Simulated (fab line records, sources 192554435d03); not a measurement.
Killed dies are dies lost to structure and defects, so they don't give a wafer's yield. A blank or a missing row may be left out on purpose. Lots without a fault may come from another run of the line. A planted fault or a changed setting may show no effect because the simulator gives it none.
fab line records | flow n5_finfet
record lots=9 wafers=27 last_day=18
route steps=1938 shown BEOL_M4@1111 BEOL_M10@1527 BEOL_M11@1536 PASSIVATION@1936
lots that met no fault: from a run of the same line without faults
start_h: hours from the record's first day to the start of the lot's first wafer shown | wait_h: hours since the lot's step before | " the same as in the row above | L1.1+2: a row that stands for several wafers | - no value, or no start given | * or withheld: withheld | < > ~ a bound
route shown NAME@n: a module of which the file shows steps, and the number in the route of the first | usual: mean/standard deviation of fault-free wafers | same: alike in all rows | chamber/n: place in a boat | sites: the reading at each site | _std_site: their standard deviation | _edge_site: outer sites' mean less inner sites' | radius_mm: how far each site lies from the wafer's centre | mask NAME#n: copy n | behind: the tool/chamber that last shaped the wafer | hold: why the lot was held/for how many hours/how that ended | device: the transistor (n, p or np) that didn't switch | end of line: the same wafers' tests at the end of the route | a step without rows: its recipe alone | killed: dies lost to structure and defects at the first sort, not the wafer's yield | map: a wafer's dies, x killed, . not, _ none there
set.NAME: the setting as run; set.NAME@STEP: as run at that earlier step | model.NAME: the simulator's own value behind a step, which no gauge read
steps of the route over a sample of lots; a table a step, a row a wafer
services: from which hour (start_h, from the record's first day; less than 0 if before it) a tool's chamber was out of use, for how many hours, and why
## steps
# step N5_BEOL_M4_RC_MEAS_101
# usual DIBL_N=35.9/1.4 DIBL_P=35.9/1.7 IOFF_N=0.160/0.026 IOFF_P=0.21/0.036 ION_N=672/11 ION_P=461/8.1 SS_N=71.4/0.54 SS_P=73.2/0.67 VT_N=249.3/2.7 VT_P=-250/3.9
# columns lot.wafer tool chamber start_h wait_h DIBL_N[mV/V] DIBL_P[mV/V] IOFF_N[nA/um] IOFF_P[nA/um] ION_N[uA/um] ION_P[uA/um] SS_N[mV/dec] SS_P[mV/dec] VT_N[mV] VT_P[mV]
L595.1 prober-01 0 161.63 0.0 35.5 35.6 0.172 0.26 685 473 71.3 73.5 250.0 -243
L595.3 " 0 " " 34.1 33.7 0.148 0.23 678 478 71.3 73.0 248.9 -246
L595.6 " 0 " " 34.8 34.4 0.159 0.24 681 474 71.0 72.9 248.9 -244
L597.2 prober-01 0 192.44 0.2 34.8 34.6 0.127 0.20 660 460 71.4 71.7 253.8 -248
L597.3 " 0 " " 36.4 37.3 0.172 0.26 683 474 71.5 73.3 250.2 -246
L597.6 " 0 " " 32.5 32.9 0.114 0.19 669 470 70.7 72.3 250.5 -247
L608.2 prober-01 0 250.47 0.2 37.2 37.7 0.182 0.26 679 476 71.4 73.8 245.9 -247
L608.4 " 0 " " 33.9 32.7 0.125 0.18 672 458 71.0 72.8 253.8 -249
L608.6 " 0 " " 36.1 35.5 0.163 0.21 674 461 71.4 73.1 249.0 -250
L610.2 prober-02 0 255.08 0.2 34.8 35.3 0.136 0.16 656 454 71.0 73.2 249.6 -255
L610.4 " 0 " " 34.5 34.6 0.142 0.16 669 453 70.9 73.3 250.4 -254
L610.6 " 0 " " 34.4 35.7 0.152 0.17 681 458 71.0 72.9 247.1 -254
L612.4 prober-02 0 261.40 0.5 37.7 38.0 0.194 0.29 690 478 71.5 73.4 245.4 -244
L612.5 " 0 " " 38.6 38.5 0.223 0.30 675 467 71.7 74.1 243.9 -244
L612.6 " 0 " " 36.4 36.7 0.178 0.26 681 474 71.2 72.9 244.9 -244
L613.1 prober-01 0 276.40 0.0 37.8 38.4 0.207 0.23 679 458 72.8 73.4 246.9 -248
L613.2 " 0 " " 34.7 34.8 0.137 0.18 658 456 71.4 72.3 250.4 -252
L613.4 " 0 " " 37.3 38.4 0.178 0.23 672 459 72.2 74.3 245.6 -248
L614.1 prober-01 0 288.39 0.0 35.5 35.9 0.162 0.25 663 465 72.1 72.7 249.5 -243
L614.3 " 0 " " 37.5 38.4 0.193 0.28 680 472 72.4 74.2 248.3 -244
L614.4 " 0 " " 35.4 35.7 0.156 0.24 667 462 71.2 72.8 249.9 -248
L617.1 prober-01 0 309.69 0.0 36.2 37.0 0.186 0.23 670 458 72.1 73.9 245.1 -248
L617.4 " 0 " " 35.4 37.1 0.171 0.22 690 465 71.6 74.4 248.0 -250
L617.5 " 0 " " 34.2 34.5 0.136 0.18 660 451 71.1 72.8 251.7 -253
L618.1 prober-02 0 316.26 0.0 36.1 36.2 0.149 0.18 665 456 71.0 72.9 252.6 -253
L618.4 " 0 " " 35.0 35.4 0.136 0.17 678 459 70.9 73.7 253.1 -255
L618.6 " 0 " " 38.2 39.4 0.190 0.24 675 462 71.5 74.2 249.5 -248
# step N5_BEOL_M10_SPUTTER_48
# recipe material=Cu target_thk_a=120 temp_c=-20 bias_v=60 power_w=26000 chamber_pressure_pa=0.13 time_s=2
# usual throttle_valve_pct=30.0/1.5
# columns lot.wafer tool chamber start_h wait_h throttle_valve_pct
L595.1 pvd_sputter-03 - 219.30 0.1 27.9
L595.3 " - " " 28.8
L595.6 " - " " 28.3
L597.2 pvd_sputter-03 - 242.42 0.1 28.4
L597.3 " - " " 27.7
L597.6 " - " " 31.8
L608.2 pvd_sputter-02 - 302.04 0.2 29.3
L608.4 " - " " 30.8
L608.6 " - " " 29.1
L610.2 pvd_sputter-03 - 305.63 0.1 28.7
L610.4 " - " " 31.6
L610.6 " - " " 31.5
L612.4 pvd_sputter-02 - 310.96 0.1 32.6
L612.5 " - " " 30.7
L612.6 " - " " 29.2
L613.1 pvd_sputter-01 - 329.07 0.1 29.8
L613.2 " - " " 30.7
L613.4 " - " " 29.9
L614.1 pvd_sputter-02 - 339.30 2.0 29.2
L614.3 " - " " 28.7
L614.4 " - " " 32.4
L617.1 pvd_sputter-03 - 371.53 0.1 27.6
L617.4 " - " " 31.0
L617.5 " - " " 31.5
L618.1 pvd_sputter-03 - 375.89 0.1 31.2
L618.4 " - " " 31.4
L618.6 " - " " 28.6
# step N5_BEOL_M10_ANNEAL_51
# recipe temp_c=225 time_s=90 ambient=N2
# usual wafer_temp_C_max=225.9/0.37
# columns lot.wafer tool chamber start_h wait_h wafer_temp_C_max
L595.1 rtp_anneal-02 0 219.71 0.3 225.6
L595.3 " 0 " " 225.8
L595.6 " 0 " " 225.5
L597.2 rtp_anneal-02 0 242.69 0.1 225.6
L597.3 " 0 " " 226.0
L597.6 " 0 " " 225.5
L608.2 rtp_anneal-01 0 302.62 0.4 226.1
L608.4 " 0 " " 226.0
L608.6 " 0 " " 226.2
L610.2 rtp_anneal-02 0 306.01 0.2 225.6
L610.4 " 0 " " 225.5
L610.6 " 0 " " 225.6
L612.4 rtp_anneal-01 0 311.47 0.3 226.4
L612.5 " 0 " " 226.4
L612.6 " 0 " " 226.3
L613.1 rtp_anneal-01 0 329.74 0.5 226.1
L613.2 " 0 " " 225.7
L613.4 " 0 " " 226.2
L614.1 rtp_anneal-01 0 347.90 8.5 226.5
L614.3 " 0 " " 226.2
L614.4 " 0 " " 226.4
L617.1 rtp_anneal-02 0 371.76 0.1 225.4
L617.4 " 0 " " 225.4
L617.5 " 0 " " 225.8
L618.1 rtp_anneal-02 0 376.34 0.3 225.5
L618.4 " 0 " " 225.9
L618.6 " 0 " " 225.8
# step N5_BEOL_M11_ILD_DEP_00
# recipe material=SiCOH_lowk target_thk_a=3085.1 temp_c=300 precursor=DEMS/porogen pressure_torr=5 rf_w=500 time_s=58
# usual heater_power_w=328/64 run_length_s=100.9/0.64 showerhead_plenum_p_Torr=5.742/0.015 throttle_valve_pct=13.8/0.53
# columns lot.wafer tool chamber start_h wait_h heater_power_w run_length_s showerhead_plenum_p_Torr throttle_valve_pct
L595.1 pecvd-03 2 220.50 0.0 378 100.7 5.741 12.8
L595.3 " 0 " " 198 100.7 5.738 14.6
L595.6 " 2 " " 374 100.6 5.762 12.4
L597.2 pecvd-03 2 243.43 0.0 402 100.6 5.774 12.6
L597.3 " 1 " " 312 100.7 5.749 13.8
L597.6 " 0 " " 234 100.2 5.717 14.6
L608.2 pecvd-01 1 303.36 0.0 273 99.9 5.721 13.9
L608.4 " 2 " " 368 142.9 5.743 13.4
L608.6 " 1 " " 213 99.7 5.726 13.6
L610.2 pecvd-02 0 306.75 0.0 293 100.3 5.751 14.1
L610.4 " 2 " " 359 100.8 5.735 13.0
L610.6 " 0 " " 302 100.6 5.745 14.0
L612.4 pecvd-02 0 312.27 0.1 304 100.1 5.747 14.2
L612.5 " 2 " " 396 100.4 5.741 13.2
L612.6 " 1 " " 444 101.2 5.758 13.8
L613.1 pecvd-02 1 330.58 0.0 356 101.9 5.767 14.4
L613.2 " 2 " " 430 100.4 5.728 13.5
L613.4 " 2 " " 347 100.5 5.730 13.4
L614.1 pecvd-02 1 348.96 0.0 392 101.8 5.754 14.2
L614.3 " 0 " " 301 100.5 5.752 14.2
L614.4 " 2 " " 410 101.4 5.732 13.2
L617.1 pecvd-01 0 372.55 0.0 296 101.5 5.733 14.3
L617.4 " 0 " " 302 102.5 5.720 14.3
L617.5 " 2 " " 321 101.3 5.759 13.6
L618.1 pecvd-02 2 377.15 0.0 410 100.8 5.727 13.3
L618.4 " 1 " " 431 101.6 5.753 13.8
L618.6 " 0 " " 299 100.0 5.750 14.0
# step N5_BEOL_M11_THK_MEAS_01
# recipe reads=SiCOH_lowk_of_BEOL_M11_ILD_DEP_00
# usual M11_ILD_THK=268/3.6
# columns lot.wafer tool chamber start_h wait_h M11_ILD_THK[nm]
L595.1 film_metro-01 - 221.09 0.4 265
L595.3 " - " " 264
L595.6 " - " " 270
L597.2 film_metro-02 - 244.03 0.4 268
L597.3 " - " " 262
L597.6 " - " " 270
L608.2 film_metro-01 - 303.95 0.4 266
L608.4 " - " " 467
L608.6 " - " " 270
L610.2 film_metro-01 - 307.34 0.4 268
L610.4 " - " " 269
L610.6 " - " " 274
L612.4 film_metro-02 - 312.84 0.2 269
L612.5 " - " " 267
L612.6 " - " " 270
L613.1 film_metro-01 - 331.17 0.4 271
L613.2 " - " " 264
L613.4 " - " " 271
L614.1 film_metro-02 - 349.55 0.4 268
L614.3 " - " " 265
L614.4 " - " " 268
L617.1 film_metro-01 - 373.17 0.4 265
L617.4 " - " " 269
L617.5 " - " " 270
L618.1 film_metro-02 - 377.74 0.4 262
L618.4 " - " " 272
L618.6 " - " " 270
# step N5_BEOL_M11_PECVD_70
# recipe material=SiO2 target_thk_a=200 temp_c=400 precursor=TEOS/O2 pressure_torr=5.5 rf_w=450 teos_flow_sccm=53.8 gas=O2 flow_sccm=3000 time_s=22.7
# usual heater_power_w=730/130 showerhead_plenum_p_Torr=8.80/0.053 throttle_valve_pct=22.3/0.93
# columns lot.wafer tool chamber start_h wait_h heater_power_w showerhead_plenum_p_Torr throttle_valve_pct
L595.1 pecvd-03 0 221.13 0.0 537 8.74 23.6
L595.3 " 1 " " 616 8.78 22.3
L595.6 " 0 " " 538 8.75 23.8
L597.2 pecvd-03 0 244.08 0.1 504 8.72 23.8
L597.3 " 2 " " 877 8.87 20.6
L597.6 " 0 " " 495 8.74 23.7
L608.2 pecvd-02 2 303.99 0.0 849 8.77 21.3
L608.4 " 1 " " 928 8.87 22.7
L608.6 " 0 " " 715 8.82 22.6
L610.2 pecvd-02 0 307.38 0.0 733 8.83 22.5
L610.4 " 0 " " 763 8.80 22.2
L610.6 " 2 " " 909 8.77 21.4
L612.4 pecvd-01 0 312.89 0.1 763 8.76 23.2
L612.5 " 1 " " 542 8.69 22.3
L612.6 " 2 " " 767 8.83 22.2
L613.1 pecvd-03 0 331.21 0.0 516 8.74 23.3
L613.2 " 1 " " 732 8.80 22.2
L613.4 " 1 " " 740 8.77 22.3
L614.1 pecvd-03 0 349.58 0.0 553 8.73 23.4
L614.3 " 2 " " 872 8.85 21.0
L614.4 " 2 " " 891 8.86 20.8
L617.1 pecvd-02 1 373.21 0.0 887 8.87 22.6
L617.4 " 2 " " 887 8.76 21.6
L617.5 " 0 " " 760 8.82 22.8
L618.1 pecvd-02 0 377.77 0.0 707 8.80 22.7
L618.4 " 1 " " 814 8.84 22.3
L618.6 " 2 " " 839 8.77 21.7
# step N5_PASSIVATION_PROBE_49
# usual defect_limited_yield=90.9/1.5 killed_at_M0_to_M3=35/10 killed_at_M4_up=14/5.2 killed_at_contacts=13/7.3 killed_at_front_end=42/12 killed_at_other=3.4/2.5 killed_dies=108/18 killed_on_rim=14/4.2 killed_open=70/13 killed_short=35/8 sort_bin_5_function=5.4/1 sort_bin_6_memory=3.4/0.71 sort_bin_8_speed=0.00/0.0099 sort_n_pass=1072/18 sort_yield_pct=90.9/1.5
# same gross_dies=1180 killed_at_back_side=0 sort_bin_4_leakage[%]=0
# columns lot.wafer tool chamber start_h wait_h defect_limited_yield[%] killed_at_M0_to_M3 killed_at_M4_up killed_at_contacts killed_at_front_end killed_at_other killed_dies killed_on_rim killed_open killed_short sort_bin_5_function[%] sort_bin_6_memory[%] sort_bin_8_speed[%] sort_n_pass sort_yield_pct[%]
L610.2 prober-02 - 361.47 0.1 93.1 31 10 8 31 1 81 13 61 20 3.5 3.2 0 1099 93.1
L610.4 prober-02 - 361.57 0.2 88.2 41 14 10 68 6 139 14 98 40 7.0 4.4 0 1041 88.2
L610.6 prober-02 - 361.67 0.3 90.7 30 16 18 43 3 110 10 77 32 4.9 3.7 0 1070 90.7
L608.2 prober-01 - 366.40 0.1 92.5 17 16 13 36 6 88 16 54 33 4.4 2.5 0 1092 92.5
L608.4 prober-01 - 366.50 0.2 0 13 1080 30 53 4 1180 152 69 38 95.9 3.8 0 0 0
L608.6 prober-01 - 366.60 0.3 93.7 13 7 9 37 8 74 6 50 22 3.4 2.6 0.08 1106 93.7
# killed by level:class
L610.2 BEOL_M2:geometric_particle:open=15 FIN_SAQP:geometric_particle:short=6 STI_FIN_REVEAL:geometric_particle:open=6 MOL_CONTACT_COAG:geometric_particle:open=6 FIN_SAQP:geometric_particle:open=5 BEOL_M3:geometric_particle:open=5 STARTING-WAFER:geometric_particle:open=4 BEOL_M4:geometric_particle:open=4
L610.4 FIN_SAQP:geometric_particle:open=15 BEOL_M0_SAQP:geometric_particle:open=13 BEOL_M0_SAQP:geometric_particle:short=13 STI_FIN_REVEAL:geometric_particle:open=11 FIN_SAQP:geometric_particle:short=10 DUMMY_GATE:geometric_particle:open=10 MOL_CONTACT_COAG:geometric_particle:open=9 GATE_CUT:geometric_particle:short=6
L610.6 STI_FIN_REVEAL:geometric_particle:open=13 MOL_CONTACT_COAG:geometric_particle:open=13 BEOL_M0_SAQP:geometric_particle:open=10 FIN_SAQP:geometric_particle:open=9 BEOL_M4:geometric_particle:open=8 FIN_SAQP:geometric_particle:short=6 BEOL_M0_SAQP:geometric_particle:short=6 MOL_CONTACT_COAG:geometric_particle:short=5
L608.2 FIN_SAQP:geometric_particle:short=9 FIN_SAQP:geometric_particle:open=8 STI_FIN_REVEAL:geometric_particle:open=8 MOL_CONTACT_COAG:geometric_particle:short=7 BEOL_M4:geometric_particle:open=7 MOL_CONTACT_COAG:geometric_particle:open=6 BEOL_M0_SAQP:geometric_particle:short=5 BEOL_M3:geometric_particle:open=5
L608.4 BEOL_M11:area_etch=1072 MOL_CONTACT_COAG:geometric_particle:open=27 FIN_SAQP:geometric_particle:short=12 STI_FIN_REVEAL:geometric_particle:open=11 FIN_SAQP:geometric_particle:open=9 BEOL_M0_SAQP:geometric_particle:short=5 STI_FIN_REVEAL:geometric_particle:short=4 STARTING-WAFER:geometric_particle:open=4
L608.6 STI_FIN_REVEAL:geometric_particle:open=17 DUMMY_GATE:geometric_particle:open=8 MOL_CONTACT_COAG:geometric_particle:open=7 BEOL_M0_SAQP:geometric_particle:open=3 BEOL_M0:geometric_particle:short=3 BEOL_M1:geometric_particle:open=3 MIM_TOP:geometric_particle:short=3 STARTING-WAFER:geometric_particle:open=3
## services
# columns tool chamber start_h hours kind
pecvd-01 2 207.56 17.3 repair
pecvd-03 - 212.33 5.2 repair
pecvd-01 0 214.99 5.0 scheduled_down
pecvd-02 1 234.64 2.1 scheduled_down
pecvd-03 - 266.75 2.8 pm
pecvd-01 0 270.45 - calibration
pecvd-01 - 294.03 5.5 pm
pvd_sputter-01 - 297.03 20.4 repair
pecvd-03 0 297.36 2.1 scheduled_down
pvd_sputter-02 - 335.00 4.1 repair
pecvd-01 0 336.36 2.1 scheduled_down
pecvd-03 - 338.04 0.8 repair
rtp_anneal-02 - 339.43 9.0 pm
pecvd-01 - 343.79 2.8 pm
pecvd-01 1 357.02 16.5 scheduled_down
pecvd-02 - 367.90 1.0 repair
## key
first_sign step=N5_BEOL_M11_ILD_DEP_00 reading=run_length_s direction=up sigmas=65 usual=* struck=*
effect step=N5_BEOL_M11_THK_MEAS_01 reading=M11_ILD_THK direction=up sigmas=56 usual=268 struck=467
effect step=N5_PASSIVATION_PROBE_49 reading=killed_at_M4_up direction=up sigmas=99+ usual=14 struck=1080
more_kills_born_at N5_BEOL_M11_ETCH_41@rie_diel-02=1072
met_at N5_BEOL_M11_ILD_DEP_00
struck_lots L608
struck_wafers L608.4
later_rows_left_out L608.4
not_acting_at N5_BEOL_M10_SPUTTER_48,N5_BEOL_M10_ANNEAL_51,N5_BEOL_M11_PECVD_70
fault kind=process_parameter_drift tool=pecvd-01 chamber=- onset_h=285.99 steps=N5_BEOL_M11_ILD_DEP_00 channel=time_s offset=* shape=step end_h=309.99 scope=struck_wafers_only acts_in=* stated=*
# later_rows_left_out: the simulator's readings of these wafers behind a module that went badly wrong aren't trusted and aren't shown, but for the sort
